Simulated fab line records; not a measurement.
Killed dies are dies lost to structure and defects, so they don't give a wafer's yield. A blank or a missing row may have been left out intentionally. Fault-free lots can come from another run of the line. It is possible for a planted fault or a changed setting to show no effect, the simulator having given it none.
Chamber matching ; flow nandHarc ; NHARC_A_ONON_D1_DEP_33 on pecvd-01: 3 sister chambers
The step deposits SiO2, target thk 200 nm. 20 wafers are shown with their chamber, then 10 later ones without.

WAFERS PAIRED WITH THEIR CHAMBERS
wafer;chamber;heaterPowerW (W);throttleValvePct (%);rfFwdPowerW (W)
L075.2;1;571;14.9;899
L075.4;2;463;16.0;899
L075.6;0;694;16.2;898
L078.1;2;448;16.4;899
L078.4;1;579;14.9;894
L078.6;0;598;16.4;895
L083.1;1;501;14.9;901
L083.2;2;442;16.1;901
L083.5;2;446;15.9;898
L085.1;1;581;15.1;903
L085.2;2;499;16.1;898
L085.5;2;517;15.7;893
L087.1;1;574;15.0;897
L087.2;0;681;16.5;897
L087.6;1;578;15.1;896
L091.1;0;686;15.8;898
L091.4;0;679;15.7;893
L091.6;1;552;14.9;892
L093.1;1;524;14.7;904
L093.3;2;494;16.0;896

SIGNATURES (means of the wafers above)
reading;chamber 0;chamber 1;chamber 2;scatter within a chamber
heaterPowerW;667.60;557.50;472.71;32.4
throttleValvePct;16.120;14.938;16.029;0.23
rfFwdPowerW;896.20;898.25;897.71;3.31
Rule: distance of a wafer from a chamber = root of the sum over the readings of ((wafer's reading minus chamber's mean) / reading's scatter) squared. If the next closest chamber is less than 2 further off than the closest, the wafer can't be placed; otherwise it belongs to the closest. The scatter is the square root of a quotient: the sum, over the shown wafers, of each reading's squared deviation from its chamber's mean, divided by wafers minus chambers.

WAFERS WITHOUT THEIR CHAMBER
wafer;heaterPowerW (W);throttleValvePct (%);rfFwdPowerW (W)
L093.4;530;15.0;898
L094.3;588;15.6;901
L094.5;516;14.9;900
L094.6;612;16.1;904
L095.1;468;16.1;895
L095.2;465;14.8;903
L095.3;597;15.5;897
L096.2;679;15.9;899
L096.4;529;14.8;898
L096.6;510;16.3;898

WHICH CHAMBER EACH ONE RAN IN
wafer;from the rows above;in truth
L093.4;1;1
L094.3;can't be placed: 1 or 0 or 2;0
L094.5;1;1
L094.6;can't be placed: 0 or 2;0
L095.1;2;2
L095.2;1;1
L095.3;can't be placed: 1 or 0 or 2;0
L096.2;0;0
L096.4;1;1
L096.6;2;2
Correctly placed: 7 of 10. Unplaceable from these rows: 3, with the true chamber sitting among the candidates in 3. Placed wrongly: 0.
